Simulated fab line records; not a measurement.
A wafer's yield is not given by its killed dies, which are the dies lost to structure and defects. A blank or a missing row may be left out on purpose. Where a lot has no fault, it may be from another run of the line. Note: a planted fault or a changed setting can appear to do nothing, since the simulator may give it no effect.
Chamber matching || flow n5Finfet || N5_HKMG_FIN_STRIP_57 on rieDiel-05: 3 sister chambers
The step strips in CF4. 18 wafers are shown with their chamber, then 8 later ones without.

EACH WAFER AND ITS CHAMBER
{"wafer": "L074.1", "chamber": 2, "drypumpMotorCurrentA (A)": 4.8, "showerheadPlenumPTorr (Torr)": 1.72, "throttleValvePct (%)": 13.60}
{"wafer": "L074.5", "chamber": 2, "drypumpMotorCurrentA (A)": 4.8, "showerheadPlenumPTorr (Torr)": 1.72, "throttleValvePct (%)": 13.59}
{"wafer": "L076.3", "chamber": 2, "drypumpMotorCurrentA (A)": 4.8, "showerheadPlenumPTorr (Torr)": 1.72, "throttleValvePct (%)": 13.61}
{"wafer": "L076.4", "chamber": 0, "drypumpMotorCurrentA (A)": 5.9, "showerheadPlenumPTorr (Torr)": 1.77, "throttleValvePct (%)": 13.52}
{"wafer": "L076.6", "chamber": 2, "drypumpMotorCurrentA (A)": 4.8, "showerheadPlenumPTorr (Torr)": 1.72, "throttleValvePct (%)": 13.58}
{"wafer": "L077.2", "chamber": 0, "drypumpMotorCurrentA (A)": 5.8, "showerheadPlenumPTorr (Torr)": 1.77, "throttleValvePct (%)": 13.52}
{"wafer": "L077.4", "chamber": 1, "drypumpMotorCurrentA (A)": 5.1, "showerheadPlenumPTorr (Torr)": 1.83, "throttleValvePct (%)": 13.24}
{"wafer": "L078.4", "chamber": 0, "drypumpMotorCurrentA (A)": 5.9, "showerheadPlenumPTorr (Torr)": 1.77, "throttleValvePct (%)": 13.53}
{"wafer": "L078.6", "chamber": 2, "drypumpMotorCurrentA (A)": 4.8, "showerheadPlenumPTorr (Torr)": 1.72, "throttleValvePct (%)": 13.62}
{"wafer": "L081.1", "chamber": 2, "drypumpMotorCurrentA (A)": 4.8, "showerheadPlenumPTorr (Torr)": 1.72, "throttleValvePct (%)": 13.64}
{"wafer": "L081.4", "chamber": 0, "drypumpMotorCurrentA (A)": 5.9, "showerheadPlenumPTorr (Torr)": 1.76, "throttleValvePct (%)": 13.55}
{"wafer": "L085.3", "chamber": 0, "drypumpMotorCurrentA (A)": 5.9, "showerheadPlenumPTorr (Torr)": 1.76, "throttleValvePct (%)": 13.56}
{"wafer": "L085.6", "chamber": 2, "drypumpMotorCurrentA (A)": 4.8, "showerheadPlenumPTorr (Torr)": 1.72, "throttleValvePct (%)": 13.65}
{"wafer": "L086.2", "chamber": 2, "drypumpMotorCurrentA (A)": 4.8, "showerheadPlenumPTorr (Torr)": 1.72, "throttleValvePct (%)": 13.66}
{"wafer": "L086.4", "chamber": 0, "drypumpMotorCurrentA (A)": 5.9, "showerheadPlenumPTorr (Torr)": 1.76, "throttleValvePct (%)": 13.58}
{"wafer": "L086.5", "chamber": 0, "drypumpMotorCurrentA (A)": 5.9, "showerheadPlenumPTorr (Torr)": 1.76, "throttleValvePct (%)": 13.58}
{"wafer": "L092.2", "chamber": 2, "drypumpMotorCurrentA (A)": 4.8, "showerheadPlenumPTorr (Torr)": 1.71, "throttleValvePct (%)": 13.68}
{"wafer": "L092.5", "chamber": 1, "drypumpMotorCurrentA (A)": 5.1, "showerheadPlenumPTorr (Torr)": 1.82, "throttleValvePct (%)": 13.32}

SIGNATURES (means of the wafers above)
{"reading": "drypumpMotorCurrentA", "chamber 0": 5.886, "chamber 1": 5.100, "chamber 2": 4.800, "scatter within a chamber": 0.0239}
{"reading": "showerheadPlenumPTorr", "chamber 0": 1.7643, "chamber 1": 1.8250, "chamber 2": 1.7189, "scatter within a chamber": 0.00455}
{"reading": "throttleValvePct", "chamber 0": 13.5486, "chamber 1": 13.2800, "chamber 2": 13.6256, "scatter within a chamber": 0.0332}
Rule: for each reading, subtract the chamber's mean from the wafer's reading, divide by that reading's scatter and square the result; add these up over the readings and take the root, which gives the wafer's distance from the chamber. The wafer belongs to the nearest chamber; if the next one is less than 2 further off, it can't be placed. The scatter: the root of (the sum of the squares of (reading less its chamber's mean) over the shown wafers, divided by (wafers less chambers)).

WAFERS MISSING THEIR CHAMBER
{"wafer": "L094.3", "drypumpMotorCurrentA (A)": 5.8, "showerheadPlenumPTorr (Torr)": 1.76, "throttleValvePct (%)": 13.61}
{"wafer": "L094.5", "drypumpMotorCurrentA (A)": 5.1, "showerheadPlenumPTorr (Torr)": 1.82, "throttleValvePct (%)": 13.36}
{"wafer": "L095.2", "drypumpMotorCurrentA (A)": 5.9, "showerheadPlenumPTorr (Torr)": 1.76, "throttleValvePct (%)": 13.62}
{"wafer": "L095.4", "drypumpMotorCurrentA (A)": 5.1, "showerheadPlenumPTorr (Torr)": 1.82, "throttleValvePct (%)": 13.34}
{"wafer": "L095.5", "drypumpMotorCurrentA (A)": 5.9, "showerheadPlenumPTorr (Torr)": 1.76, "throttleValvePct (%)": 13.62}
{"wafer": "L097.3", "drypumpMotorCurrentA (A)": 4.8, "showerheadPlenumPTorr (Torr)": 1.71, "throttleValvePct (%)": 13.71}
{"wafer": "L097.4", "drypumpMotorCurrentA (A)": 5.8, "showerheadPlenumPTorr (Torr)": 1.76, "throttleValvePct (%)": 13.62}
{"wafer": "L097.6", "drypumpMotorCurrentA (A)": 4.8, "showerheadPlenumPTorr (Torr)": 1.71, "throttleValvePct (%)": 13.70}

WHICH CHAMBER EACH ONE RAN IN
{"wafer": "L094.3", "from the rows above": 0, "in truth": 0}
{"wafer": "L094.5", "from the rows above": 1, "in truth": 1}
{"wafer": "L095.2", "from the rows above": 0, "in truth": 0}
{"wafer": "L095.4", "from the rows above": 1, "in truth": 1}
{"wafer": "L095.5", "from the rows above": 0, "in truth": 0}
{"wafer": "L097.3", "from the rows above": 2, "in truth": 2}
{"wafer": "L097.4", "from the rows above": 0, "in truth": 0}
{"wafer": "L097.6", "from the rows above": 2, "in truth": 2}
Correctly placed: 8 of 8. Not placeable from these rows: 0. 0 placed wrongly.
